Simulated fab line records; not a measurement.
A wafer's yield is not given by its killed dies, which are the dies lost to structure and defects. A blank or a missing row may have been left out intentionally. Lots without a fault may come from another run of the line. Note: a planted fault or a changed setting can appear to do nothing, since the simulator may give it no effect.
fab line records	flow n5Finfet	part 1 of 2: steps 1 to 16 of 22
record: lots: 5	wafers: 15	lastDay: 17
route steps=1938 shown BEOL_M2@874
lots untouched by any fault: they come from a run of this same line in which no faults occurred
startH: hours from the record's first day to the start of the lot's first wafer shown	waitH: time in hours since the lot's previous step	" same as the row above	L1.1+2: a single row standing in for several wafers	- no value, or no start given	* or withheld: withheld	< > ~ a bound
route shown NAME@n: a module of which the file shows steps, and the number in the route of the first	usual: mean and standard deviation over wafers with no fault	same: alike in all rows	chamber/n: place in a boat	sites: per-site readings	_std_site: the standard deviation of these	_edge_site: inner sites' mean taken away from outer sites' mean	radiusMm: how far each site lies from the wafer's centre	mask NAME#n: copy n	behind: the last tool/chamber to shape the wafer	hold: reason for holding the lot/hours on hold/outcome of the hold	device: whichever transistor did not switch (one of n, p or np)	end of line: at the end of the route, the tests of the same wafers	for a step that has no rows: nothing shown but its recipe	killed: the dies lost at the first sort to structure and to defects; this is not the yield of the wafer	map: per-die view of a wafer (x killed, . not killed, _ where there is no die)
set.NAME: the setting as run; set.NAME@STEP: as run at that earlier step	model.NAME: the simulator's own value behind a step, which no gauge read
lots at selected steps of the route; one table per step, one row per wafer
services: a tool's chamber out of use, with start hour (startH, from the record's first day; less than 0 if before it), hours out, and reason
== steps ==
step: N5_BEOL_M2_PEB_26
recipe: pebTempC: 100	pebTimeS: 60	resist: CAR-EUV
usual: plateTempC: 99.99/0.13	resistLineTempC: 22.98/0.11
lot.wafer	tool	chamber	startH	waitH	plateTempC	resistLineTempC
L074.2	lithoTrack-02	0	135.09	0.1	100.16	22.87
L074.3	"	0	"	"	100.12	22.94
L074.5	"	0	"	"	100.15	23.00
L081.4	lithoTrack-05	0	179.70	0.0	100.00	22.97
L081.5	"	0	"	"	99.94	23.00
L081.6	"	0	"	"	100.01	23.09
L087.1	lithoTrack-02	0	224.18	0.1	100.12	22.94
L087.2	"	0	"	"	100.00	22.79
L087.4	"	0	"	"	100.16	22.81
L091.3	lithoTrack-05	0	242.14	0.1	100.08	22.95
L091.5	"	0	"	"	100.00	23.05
L091.6	"	0	"	"	99.85	22.92
L094.1	lithoTrack-02	0	251.67	0.1	100.00	23.14
L094.2	"	0	"	"	100.14	22.98
L094.4	"	0	"	"	100.14	22.91
step: N5_BEOL_M2_DEVELOP_27
recipe: developTimeS: 30	developer: TMAH	resist: CAR-EUV	rinseLiquid: surfactantRinse	dry: airSpin	devTempC: 23
usual: resistLineTempC: 22.97/0.11
lot.wafer	tool	chamber	startH	waitH	resistLineTempC
L074.2	lithoTrack-02	0	-	-	22.89
L074.3	"	0	"	"	22.89
L074.5	"	0	"	"	22.73
L081.4	lithoTrack-05	0	-	-	22.93
L081.5	"	0	"	"	22.93
L081.6	"	0	"	"	22.86
L087.1	lithoTrack-02	0	-	-	22.83
L087.2	"	0	"	"	22.99
L087.4	"	0	"	"	22.86
L091.3	lithoTrack-05	0	-	-	22.96
L091.5	"	0	"	"	23.02
L091.6	"	0	"	"	23.01
L094.1	lithoTrack-02	0	-	-	22.83
L094.2	"	0	"	"	22.88
L094.4	"	0	"	"	22.93
step: N5_BEOL_M2_CD_MEAS_28
recipe: targetCdNm: 26.2	landingEnergyEv: 500	detector: seInlens	targetCdYNm: 24.1	polarity: opening
usual: cdNm: 26.18/0.26
lot.wafer	tool	chamber	startH	waitH	cdNm
L074.2	cdSem-01	0	135.16	-	26.44
L074.3	"	0	"	"	25.93
L074.5	"	0	"	"	26.04
L081.4	cdSem-03	0	179.77	-	25.71
L081.5	"	0	"	"	26.37
L081.6	"	0	"	"	26.07
L087.1	cdSem-03	0	224.24	-	26.85
L087.2	"	0	"	"	26.07
L087.4	"	0	"	"	26.55
L091.3	cdSem-01	0	242.21	-	26.46
L091.5	"	0	"	"	25.94
L091.6	"	0	"	"	26.20
L094.1	cdSem-02	0	251.74	-	26.22
L094.2	"	0	"	"	26.19
L094.4	"	0	"	"	26.43
step: N5_BEOL_M2_OVL_MEAS_29
recipe: pointsPerWafer: 522
usual: V1_OVL: 0.0/0.64
lot.wafer	tool	chamber	startH	waitH	V1_OVL[nm]
L074.2	overlay-02	0	135.19	0.0	0.3
L074.3	"	0	"	"	1.1
L074.5	"	0	"	"	0.5
L081.4	overlay-02	0	179.81	0.0	-1.0
L081.5	"	0	"	"	-0.2
L081.6	"	0	"	"	-0.5
L087.1	overlay-02	0	224.27	0.0	-2.0
L087.2	"	0	"	"	-0.8
L087.4	"	0	"	"	-0.5
L091.3	overlay-02	0	242.25	0.0	0.2
L091.5	"	0	"	"	0.5
L091.6	"	0	"	"	0.8
L094.1	overlay-01	0	251.77	0.0	0.6
L094.2	"	0	"	"	-0.8
L094.4	"	0	"	"	0.7
step: N5_BEOL_M2_INSPECT_30
recipe: mode: adi	inspectInstrument: brightfield
usual: rawDefectCount: 382/88
lot.wafer	tool	chamber	startH	waitH	rawDefectCount
L074.2	defectInspect-02	-	135.25	0.0	333
L074.3	"	-	"	"	413
L074.5	"	-	"	"	369
L081.4	defectInspect-02	-	179.86	0.0	446
L081.5	"	-	"	"	653
L081.6	"	-	"	"	415
L087.1	defectInspect-02	-	224.33	0.1	323
L087.2	"	-	"	"	258
L087.4	"	-	"	"	252
L091.3	defectInspect-01	-	242.30	0.0	383
L091.5	"	-	"	"	311
L091.6	"	-	"	"	345
L094.1	defectInspect-02	-	251.83	0.1	447
L094.2	"	-	"	"	378
L094.4	"	-	"	"	373
step: N5_BEOL_M2_DESCUM_33
recipe: chemistry: O2	timeS: 7	sourcePowerW: 50	biasPowerW: 20	pressureMtorr: 20	rfFrequencyHz: 2.712e+07	tempC: 40	resist: CAR-EUV	o2FlowSccm: 225
usual: chamberPressureMTorr: 19.999/0.018	drypumpMotorCurrentA: 5.7/0.41	oesProductAu: 0.85/0.085	rfVppV: 242.6/1.3	showerheadPlenumPTorr: 2.05/0.056	throttleValvePct: 20.41/0.2
same: timeS: 7
lot.wafer	tool	chamber	startH	waitH	chamberPressureMTorr	drypumpMotorCurrentA	oesProductAu	rfHoursCounterH	rfVppV	showerheadPlenumPTorr	throttleValvePct
L074.2	rieDiel-04	2	135.28	0.0	19.949	6.1	0.85	60	243.8	2.10	20.07
L074.3	"	0	"	"	20.003	5.1	0.82	102	240.3	2.04	20.79
L074.5	"	1	"	"	20.005	5.8	0.90	-	242.8	2.05	20.28
L081.4	rieDiel-04	1	179.90	0.0	19.982	5.8	0.88	46	242.8	2.05	20.28
L081.5	"	1	"	"	20.023	5.8	0.88	-	242.7	2.05	20.28
L081.6	"	0	"	"	20.010	5.1	0.82	-	242.8	2.04	20.84
L087.1	rieDiel-03	0	224.37	0.0	20.013	5.4	0.89	32	241.9	2.04	20.45
L087.2	"	2	"	"	19.987	5.7	0.87	56	242.3	2.01	20.22
L087.4	"	1	"	"	19.960	5.6	0.93	17	244.2	2.05	20.64
L091.3	rieDiel-03	0	242.33	0.0	20.003	5.4	0.89	38	242.9	2.04	20.45
L091.5	"	2	"	"	19.991	5.7	0.85	-	242.5	2.01	20.24
L091.6	"	3	"	"	20.006	5.3	0.69	-	240.8	1.98	20.61
L094.1	rieDiel-04	0	252.70	0.9	20.013	5.2	0.78	141	242.8	2.03	20.86
L094.2	"	1	"	"	20.016	5.8	0.84	73	243.0	2.04	20.32
L094.4	"	2	"	"	19.983	6.2	0.82	92	243.4	2.09	20.13
step: N5_BEOL_M2_ETCH_77
recipe: chemistry: N2/H2	target: underlayer	targetDepthA: 65	maskMaterial: CAR-EUV	timeS: 5.2	ionEnergyEv: 200	pressureMtorr: 30	sourceW: 840	biasW: 150	n2FlowSccm: 200	h2FlowSccm: 200	ends: cleared
usual: chamberPressureMTorr: 30.00/0.039	drypumpMotorCurrentA: 5.7/0.41	etchRfOnTimeS: 5.19/0.12	oesProductAu: 0.72/0.073	rfVppV: 522.7/2.4	showerheadPlenumPTorr: 2.50/0.071	throttleValvePct: 17.86/0.18
lot.wafer	tool	chamber	startH	waitH	chamberPressureMTorr	drypumpMotorCurrentA	etchRfOnTimeS	oesProductAu	rfHoursCounterH	rfVppV	showerheadPlenumPTorr	throttleValvePct
L074.2	rieDiel-04	2	135.31	0.0	30.02	6.2	5.01	0.74	60	526.9	2.57	17.52
L074.3	"	0	"	"	30.05	5.1	5.20	0.69	102	519.1	2.46	18.15
L074.5	"	1	"	"	30.04	5.8	5.23	0.76	-	522.3	2.49	17.71
L081.4	rieDiel-04	1	179.94	0.0	30.04	5.8	5.18	0.75	46	522.6	2.48	17.75
L081.5	"	1	"	"	30.02	5.9	5.23	0.75	-	520.5	2.48	17.72
L081.6	"	0	"	"	29.93	5.2	5.17	0.69	-	520.0	2.45	18.16
L087.1	rieDiel-03	0	224.40	0.0	29.99	5.4	5.36	0.77	32	523.7	2.48	17.80
L087.2	"	2	"	"	30.03	5.7	5.20	0.72	56	520.9	2.48	17.82
L087.4	"	1	"	"	30.06	5.5	5.03	0.80	17	520.8	2.50	18.05
L091.3	rieDiel-03	0	242.36	0.0	30.00	5.4	5.33	0.74	38	520.3	2.47	17.80
L091.5	"	2	"	"	30.02	5.7	5.17	0.71	-	522.8	2.48	17.82
L091.6	"	3	"	"	29.96	5.3	5.34	0.57	-	518.2	2.41	18.05
L094.1	rieDiel-04	0	252.73	0.0	29.97	5.1	5.12	0.67	141	521.8	2.44	18.20
L094.2	"	1	"	"	29.97	5.8	5.24	0.72	73	520.9	2.47	17.79
L094.4	"	2	"	"	29.95	6.1	4.95	0.69	92	525.4	2.56	17.61
step: N5_BEOL_M2_ETCH_69
recipe: chemistry: CF4	target: SiARC	targetDepthA: 156	maskMaterial: CAR-EUV	timeS: 26	ionEnergyEv: 80	pressureMtorr: 40	sourceW: 545	biasW: 36	Ar_flow_sccm: 100	cf4FlowSccm: 100	ends: cleared
usual: chamberPressureMTorr: 40.00/0.034	drypumpMotorCurrentA: 5.7/0.41	etchRfOnTimeS: 25.8/0.6	oesProductAu: 0.72/0.074	rfVppV: 183.7/1.1	showerheadPlenumPTorr: 2.11/0.056	throttleValvePct: 15.58/0.19
lot.wafer	tool	chamber	startH	waitH	chamberPressureMTorr	drypumpMotorCurrentA	etchRfOnTimeS	oesProductAu	rfHoursCounterH	rfVppV	showerheadPlenumPTorr	throttleValvePct
L074.2	rieDiel-04	2	135.33	0.0	40.06	6.1	25.3	0.73	60	184.8	2.16	15.33
L074.3	"	0	"	"	40.02	5.1	25.9	0.69	102	183.7	2.08	15.83
L074.5	"	1	"	"	39.97	5.9	26.0	0.76	-	181.6	2.09	15.34
L081.4	rieDiel-04	1	179.95	0.0	40.00	5.9	26.3	0.74	46	183.6	2.09	15.36
L081.5	"	1	"	"	39.99	5.8	25.8	0.75	-	181.8	2.09	15.37
L081.6	"	0	"	"	40.01	5.1	25.6	0.69	-	183.7	2.08	15.86
L087.1	rieDiel-03	0	224.42	0.0	39.99	5.4	26.1	0.77	32	183.6	2.10	15.63
L087.2	"	2	"	"	39.90	5.7	25.8	0.72	56	184.1	2.08	15.51
L087.4	"	1	"	"	39.98	5.6	24.7	0.81	17	182.4	2.10	15.74
L091.3	rieDiel-03	0	242.38	0.0	40.05	5.4	26.3	0.76	38	185.8	2.10	15.63
L091.5	"	2	"	"	39.98	5.7	25.8	0.71	-	184.0	2.08	15.50
L091.6	"	3	"	"	40.02	5.3	26.8	0.58	-	183.8	2.04	15.85
L094.1	rieDiel-04	0	252.75	0.0	40.03	5.1	25.2	0.67	141	182.1	2.07	15.88
L094.2	"	1	"	"	40.03	5.8	25.8	0.72	73	185.1	2.08	15.42
L094.4	"	2	"	"	40.01	6.1	24.6	0.71	92	184.5	2.15	15.39
step: N5_BEOL_M2_ALD_98
recipe: material: SiO2	targetThkA: 25	tempC: 100	aldPrecursorFamily: BDEAS	aldCoReactant: O2-plasma	pulseTimeS: 1	coReactantPulseTimeS: 1	purgeTimeS: 2	coReactantPurgeTimeS: 2	aldCycles: 17	pressureTorr: 2
usual: heaterPowerW: 72/9.8	precursorPulseHeightRel: 1.000/0.018
lot.wafer	tool	chamber	startH	waitH	heaterPowerW	precursorPulseHeightRel
L074.2	aldSin-02	2	135.42	0.1	73	1.005
L074.3	"	0	"	"	95	1.014
L074.5	"	3	"	"	72	0.966
L081.4	aldSin-01	2	180.59	0.6	64	0.992
L081.5	"	0	"	"	83	0.996
L081.6	"	3	"	"	65	1.018
L087.1	aldSin-01	3	225.46	1.0	66	0.997
L087.2	"	2	"	"	64	0.995
L087.4	"	1	"	"	79	1.028
L091.3	aldSin-03	3	242.46	0.1	72	0.967
L091.5	"	3	"	"	75	0.993
L091.6	"	2	"	"	66	0.995
L094.1	aldSin-01	1	252.83	0.1	81	1.000
L094.2	"	3	"	"	66	1.032
L094.4	"	2	"	"	64	0.994
step: N5_BEOL_M2_ETCHBACK_99
recipe: chemistry: CHF3	target: SiO2	targetDepthA: 50	timeS: 10.4	sourceW: 215	biasW: 47	Ar_flow_sccm: 200	CHF3_flow_sccm: 12	ionEnergyEv: 100	pressureMtorr: 30
usual: chamberPressureMTorr: 29.996/0.024	drypumpMotorCurrentA: 5.8/0.45	oes_f_703_au: 0.84/0.075	oesProductAu: 0.85/0.077	rfVppV: 238/4.8	showerheadPlenumPTorr: 2.13/0.059	throttleValvePct: 17.02/0.19
same: timeS: 10.4
lot.wafer	tool	chamber	startH	waitH	chamberPressureMTorr	drypumpMotorCurrentA	oes_f_703_au	oesProductAu	rfHoursCounterH	rfVppV	showerheadPlenumPTorr	throttleValvePct
L074.2	rieDiel-03	3	136.78	1.3	30.030	5.2	0.69	0.71	176	248	2.05	17.21
L074.3	"	1	"	"	29.986	5.6	0.72	0.69	244	239	2.12	17.69
L074.5	"	2	"	"	29.998	5.7	0.87	0.89	-	242	2.11	16.95
L081.4	rieDiel-04	2	184.13	3.5	29.981	6.1	0.85	0.84	67	237	2.17	16.84
L081.5	"	2	"	"	29.983	6.1	0.86	0.85	-	235	2.17	16.84
L081.6	"	1	"	"	30.018	5.8	0.87	0.87	-	236	2.10	16.88
L087.1	rieDiel-03	1	236.47	11.0	29.991	5.5	0.95	0.94	20	236	2.11	17.28
L087.2	"	3	"	"	30.024	5.2	0.66	0.68	214	249	2.04	17.25
L087.4	"	2	"	"	30.005	5.7	0.82	0.84	60	242	2.10	17.02
L091.3	rieDiel-02	0	243.53	1.0	29.978	5.6	0.85	0.91	33	244	2.19	16.89
L091.5	"	2	"	"	29.962	5.5	0.81	0.83	-	236	2.09	17.11
L091.6	"	1	"	"	30.008	6.6	0.84	0.85	-	233	2.10	16.92
L094.1	rieDiel-03	0	256.42	3.5	29.984	5.4	0.87	0.88	43	235	2.09	17.06
L094.2	"	2	"	"	30.008	5.7	0.79	0.82	67	241	2.09	17.04
L094.4	"	1	"	"	30.047	5.6	0.94	0.91	27	238	2.11	17.29
step: N5_BEOL_M2_ETCH_70
recipe: chemistry: N2/H2	target: SOC	targetDepthA: 800	overetchA: 240	maskMaterial: SiARC	tempC: 40	timeS: 130	ionEnergyEv: 200	pressureMtorr: 30	sourceW: 840	biasW: 150	n2FlowSccm: 200	h2FlowSccm: 200
usual: chamberPressureMTorr: 30.003/0.028	drypumpMotorCurrentA: 5.8/0.45	oesProductAu: 0.62/0.055	rfVppV: 523.0/2.1	showerheadPlenumPTorr: 2.51/0.073	throttleValvePct: 17.79/0.19
same: timeS: 130
lot.wafer	tool	chamber	startH	waitH	chamberPressureMTorr	drypumpMotorCurrentA	oesProductAu	rfHoursCounterH	rfVppV	showerheadPlenumPTorr	throttleValvePct
L074.2	rieDiel-03	3	136.82	0.0	29.967	5.3	0.53	176	519.7	2.43	17.94
L074.3	"	1	"	"	30.004	5.6	0.51	244	523.0	2.51	18.39
L074.5	"	2	"	"	30.021	5.7	0.65	-	523.0	2.50	17.71
L081.4	rieDiel-04	2	184.17	0.0	30.022	6.1	0.61	67	523.8	2.57	17.49
L081.5	"	2	"	"	29.985	6.1	0.60	-	525.0	2.57	17.49
L081.6	"	1	"	"	29.991	5.9	0.64	-	522.6	2.48	17.67
L087.1	rieDiel-03	1	236.51	0.0	29.991	5.6	0.67	20	523.5	2.50	17.99
L087.2	"	3	"	"	29.986	5.3	0.51	214	521.3	2.41	17.99
L087.4	"	2	"	"	30.010	5.7	0.60	60	521.5	2.48	17.77
L091.3	rieDiel-02	0	243.56	0.0	30.024	5.7	0.65	33	524.9	2.60	17.75
L091.5	"	2	"	"	29.994	5.5	0.61	-	520.9	2.46	17.92
L091.6	"	1	"	"	29.983	6.7	0.63	-	522.0	2.47	17.59
L094.1	rieDiel-03	0	256.45	0.0	30.028	5.4	0.64	43	522.7	2.47	17.77
L094.2	"	2	"	"	30.057	5.7	0.61	67	521.5	2.48	17.78
L094.4	"	1	"	"	30.062	5.6	0.66	27	522.0	2.49	17.99
step: N5_BEOL_M2_STRIP_71
recipe: chemistry: N2/H2	tempC: 40	n2FlowSccm: 200	h2FlowSccm: 200	rfFrequencyHz: 6e+07
lot.wafer	tool	chamber	startH	waitH
L074.2+3+5	rieDiel-03	3,1,2	136.91	0.0
L081.4+5+6	rieDiel-04	2,2,1	184.26	0.0
L087.1+2+4	rieDiel-03	1,3,2	236.59	0.0
L091.3+5+6	rieDiel-02	0,2,1	243.65	0.0
L094.1+2+4	rieDiel-03	0,2,1	256.54	0.0
step: N5_BEOL_M2_STRIP_78
recipe: chemistry: N2/H2	tempC: 40	n2FlowSccm: 200	h2FlowSccm: 200	rfFrequencyHz: 6e+07
lot.wafer	tool	chamber	startH	waitH
L074.2+3+5	rieDiel-03	3,1,2	136.92	0.0
L081.4+5+6	rieDiel-04	2,2,1	184.27	0.0
L087.1+2+4	rieDiel-03	1,3,2	236.60	0.0
L091.3+5+6	rieDiel-02	0,2,1	243.66	0.0
L094.1+2+4	rieDiel-03	0,2,1	256.55	0.0
step: N5_BEOL_M2_VIA_ETCH_34
recipe: chemistry: C4F6/O2	targetDepthA: 694	maskMaterial: SOC	pressureMtorr: 15	ionEnergyEv: 250	taperDeg: 4	timeS: 65.9	sourceW: 350	biasW: 170	Ar_flow_sccm: 300	C4F6_flow_sccm: 10	O2_flow_sccm: 10
usual: chamberPressureMTorr: 15.000/0.013	drypumpMotorCurrentA: 5.8/0.46	oes_f_703_au: 0.84/0.074	oesProductAu: 0.85/0.076	rfVppV: 659/13	showerheadPlenumPTorr: 2.81/0.075	throttleValvePct: 30.77/0.21
same: timeS: 65.9
lot.wafer	tool	chamber	startH	waitH	chamberPressureMTorr	drypumpMotorCurrentA	oes_f_703_au	oesProductAu	rfHoursCounterH	rfVppV	showerheadPlenumPTorr	throttleValvePct
L074.2	rieDiel-03	3	136.93	0.0	15.026	5.3	0.69	0.71	176	688	2.71	30.83
L074.3	"	1	"	"	14.997	5.6	0.71	0.69	244	656	2.80	31.28
L074.5	"	2	"	"	15.010	5.7	0.85	0.89	-	668	2.78	30.78
L081.4	rieDiel-04	2	184.28	0.0	15.006	6.1	0.86	0.84	67	651	2.87	30.51
L081.5	"	2	"	"	14.984	6.1	0.85	0.84	-	651	2.87	30.49
L081.6	"	1	"	"	15.017	5.8	0.86	0.87	-	653	2.78	30.64
L087.1	rieDiel-03	1	236.61	0.0	14.990	5.6	0.95	0.92	20	656	2.79	31.03
L087.2	"	3	"	"	15.012	5.3	0.66	0.67	214	688	2.70	30.86
L087.4	"	2	"	"	15.019	5.7	0.80	0.84	60	668	2.77	30.82
L091.3	rieDiel-02	0	243.67	0.0	14.999	5.7	0.86	0.89	33	675	2.89	30.58
L091.5	"	2	"	"	15.019	5.5	0.81	0.84	-	652	2.77	31.04
L091.6	"	1	"	"	15.001	6.7	0.84	0.84	-	643	2.78	30.63
L094.1	rieDiel-03	0	256.56	0.0	14.986	5.4	0.86	0.89	43	651	2.77	30.73
L094.2	"	2	"	"	15.025	5.7	0.79	0.84	67	668	2.76	30.82
L094.4	"	1	"	"	15.003	5.5	0.93	0.92	27	658	2.79	31.06
step: N5_BEOL_M2_STRIP_83
recipe: chemistry: C4F6/O2	resist: SiARC	rfFrequencyHz: 6e+07
lot.wafer	tool	chamber	startH	waitH
L074.2+3+5	rieDiel-03	3,1,2	136.98	0.0
L081.4+5+6	rieDiel-04	2,2,1	184.33	0.0
L087.1+2+4	rieDiel-03	1,3,2	236.66	0.0
L091.3+5+6	rieDiel-02	0,2,1	243.72	0.0
L094.1+2+4	rieDiel-03	0,2,1	256.61	0.0
step: N5_BEOL_M2_STRIP_36
recipe: chemistry: N2/H2	powerW: 450	tempC: 40	pressureMtorr: 20	rfFrequencyHz: 6e+07	overashFraction: 0.3	biasPowerW: 7	h2Frac: 0.5	n2FlowSccm: 200	h2FlowSccm: 200
usual: chamberPressureMTorr: 19.999/0.028	drypumpMotorCurrentA: 5.8/0.46	oesProductAu: 0.85/0.076	powerW: 449.9/1.2	rfVppV: 59.1/1.5	showerheadPlenumPTorr: 2.51/0.073	throttleValvePct: 23.68/0.23
lot.wafer	tool	chamber	startH	waitH	chamberPressureMTorr	drypumpMotorCurrentA	oesProductAu	powerW	rfHoursCounterH	rfVppV	showerheadPlenumPTorr	throttleValvePct
L074.2	rieDiel-03	3	136.99	0.0	20.004	5.2	0.72	451.2	176	60.0	2.42	23.71
L074.3	"	1	"	"	19.996	5.5	0.70	449.5	244	59.9	2.50	24.15
L074.5	"	2	"	"	19.945	5.7	0.91	450.1	-	58.0	2.49	23.58
L081.4	rieDiel-04	2	184.34	0.0	20.037	6.1	0.83	449.9	67	58.9	2.56	23.25
L081.5	"	2	"	"	20.001	6.1	0.85	448.1	-	59.6	2.57	23.25
L081.6	"	1	"	"	20.018	5.8	0.87	448.6	-	58.9	2.48	23.64
L087.1	rieDiel-03	1	236.67	0.0	20.016	5.6	0.93	449.3	20	60.3	2.49	23.86
L087.2	"	3	"	"	19.992	5.3	0.68	450.7	214	57.7	2.41	23.77
L087.4	"	2	"	"	19.996	5.7	0.86	450.1	60	60.3	2.48	23.62
L091.3	rieDiel-02	0	243.73	0.0	20.039	5.7	0.89	447.7	33	59.3	2.59	23.72
L091.5	"	2	"	"	19.963	5.5	0.83	451.2	-	59.2	2.46	23.97
L091.6	"	1	"	"	19.998	6.7	0.84	449.3	-	59.3	2.47	23.43
L094.1	rieDiel-03	0	256.62	0.0	20.012	5.4	0.88	450.7	43	59.1	2.47	23.58
L094.2	"	2	"	"	20.045	5.7	0.85	452.4	67	57.4	2.47	23.61
L094.4	"	1	"	"	20.004	5.6	0.91	450.1	27	59.1	2.49	23.82
